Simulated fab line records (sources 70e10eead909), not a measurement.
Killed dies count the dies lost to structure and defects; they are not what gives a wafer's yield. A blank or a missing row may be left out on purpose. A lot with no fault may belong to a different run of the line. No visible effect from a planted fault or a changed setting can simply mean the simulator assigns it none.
Matching of chambers	flow nand harc	ald metal-01 running NHARC_P_CONTACT_ALD_22: 4 sister chambers
The step deposits TiN, target thk 3 nm, pulse time 1 s, ald cycles 150. 20 wafers are shown with their chamber, then 10 later ones without.

== WAFERS PAIRED WITH THEIR CHAMBERS ==
wafer	chamber	heater power w (W)	precursor pulse height rel
L076.2	3	1003	1.038
L076.3	2	1058	0.991
L076.6	1	1306	0.982
L081.1	2	1061	1.026
L081.2	1	1208	0.998
L081.4	3	992	1.005
L083.4	1	1260	0.986
L083.5	0	976	0.985
L083.6	1	1249	1.016
L086.2	2	1064	0.992
L086.3	0	941	1.001
L086.5	2	1061	1.009
L089.1	2	1045	1.001
L089.3	1	1269	1.029
L089.4	0	918	1.011
L088.1	1	1248	1.000
L088.2	3	1007	0.986
L088.4	0	938	1.007
L092.4	1	1233	0.997
L092.5	1	1279	1.042

SIGNATURES, as means of the wafers listed above
reading	chamber 0	chamber 1	chamber 2	chamber 3	scatter within a chamber
heater power w	943.25	1256.50	1057.80	1000.67	22.7
precursor pulse height rel	1.00100	1.00625	1.00380	1.00967	0.0189
Rule: for a wafer and a chamber, the distance is found by dividing, reading by reading, the gap between the wafer's reading and the chamber's mean by the reading's scatter, squaring, summing and taking the root. The wafer belongs to the nearest chamber; if the next one is less than 2 further off, it can't be placed. The scatter: take each reading less its chamber's mean, square it, sum over the shown wafers, divide by the number of wafers less the number of chambers, and take the root.

== WAFERS MISSING THEIR CHAMBER ==
wafer	heater power w (W)	precursor pulse height rel
L092.6	1045	1.002
L093.1	1074	1.008
L093.2	1006	0.993
L093.3	1252	0.997
L094.1	1033	1.018
L094.2	1084	1.049
L094.3	1255	0.976
L097.1	1017	0.977
L097.4	1026	0.989
L097.5	1246	1.004

== CHAMBER TAKEN BY EACH ==
wafer	from the rows above	in truth
L092.6	can't be placed: 2 or 3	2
L093.1	2	2
L093.2	can't be placed: 3 or 2 or 0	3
L093.3	1	1
L094.1	can't be placed: 2 or 3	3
L094.2	can't be placed: 2 or 3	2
L094.3	1	1
L097.1	can't be placed: 3 or 2 or 0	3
L097.4	can't be placed: 3 or 2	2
L097.5	1	1
Correctly placed: 4 of 10. Unplaceable from these rows: 6, with the true chamber sitting among the candidates in 6. Wrongly placed: 0.
